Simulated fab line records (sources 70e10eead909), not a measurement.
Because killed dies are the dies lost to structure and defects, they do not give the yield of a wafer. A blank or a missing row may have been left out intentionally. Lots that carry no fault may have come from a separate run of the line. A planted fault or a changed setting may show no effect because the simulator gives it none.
Chamber matching | flow nand-harc | rie-diel-04 running NHARC_P_M2_DESCUM_14: 4 sister chambers
The step chemistry O2, time 3 s. 8 wafers are shown with their chamber, then 9 later ones without.

== WAFERS, EACH WITH ITS CHAMBER ==
wafer  | chamber | oes-product-au (a.u.) | rf-vpp-V (V)
L081.6 | 2       | 0.996                 | 56.7
L092.1 | 0       | 1.007                 | 57.9
L092.2 | 2       | 1.008                 | 58.1
L091.5 | 1       | 1.004                 | 59.3
L091.6 | 0       | 1.004                 | 58.4
L094.1 | 3       | 0.991                 | 58.5
L094.3 | 1       | 1.008                 | 58.7
L094.6 | 3       | 0.986                 | 58.3

== WAFERS MISSING THEIR CHAMBER ==
wafer  | oes-product-au (a.u.) | rf-vpp-V (V)
L095.2 | 1.009                 | 57.6
L095.4 | 0.999                 | 58.4
L095.5 | 0.997                 | 57.3
L097.1 | 0.997                 | 57.5
L097.2 | 0.998                 | 58.3
L097.6 | 0.995                 | 56.9
L096.1 | 1.000                 | 58.3
L096.4 | 1.005                 | 58.2
L096.5 | 0.996                 | 58.2

== EACH ONE'S CHAMBER ==
wafer  | from the rows above               | in truth
L095.2 | can't be placed: 0 or 2 or 1      | 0
L095.4 | can't be placed: 0 or 1 or 2 or 3 | 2
L095.5 | can't be placed: 2 or 0 or 3      | 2
L097.1 | can't be placed: 2 or 0 or 3      | 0
L097.2 | can't be placed: 0 or 2 or 3 or 1 | 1
L097.6 | can't be placed: 2 or 3 or 0      | 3
L096.1 | can't be placed: 0 or 2 or 1 or 3 | 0
L096.4 | can't be placed: 0 or 1 or 2      | 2
L096.5 | can't be placed: 3 or 2 or 0 or 1 | 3
Correctly placed: 0 of 9. Cannot be placed on the basis of these rows: 9; the candidates contain the true chamber in 9. Wrongly placed: 0.
How it was worked out, from the rows above alone: a wafer's distance from a chamber is the root of the sum, over the readings, of the square of ((its reading less the chamber's mean) divided by the reading's scatter). If the next closest chamber is less than 2 further off than the closest, the wafer can't be placed; otherwise it belongs to the closest. The mean given for a chamber averages the wafers shown for that chamber. The scatter: the root of (the sum of the squares of (reading less its chamber's mean) over the shown wafers, divided by (wafers less chambers)).
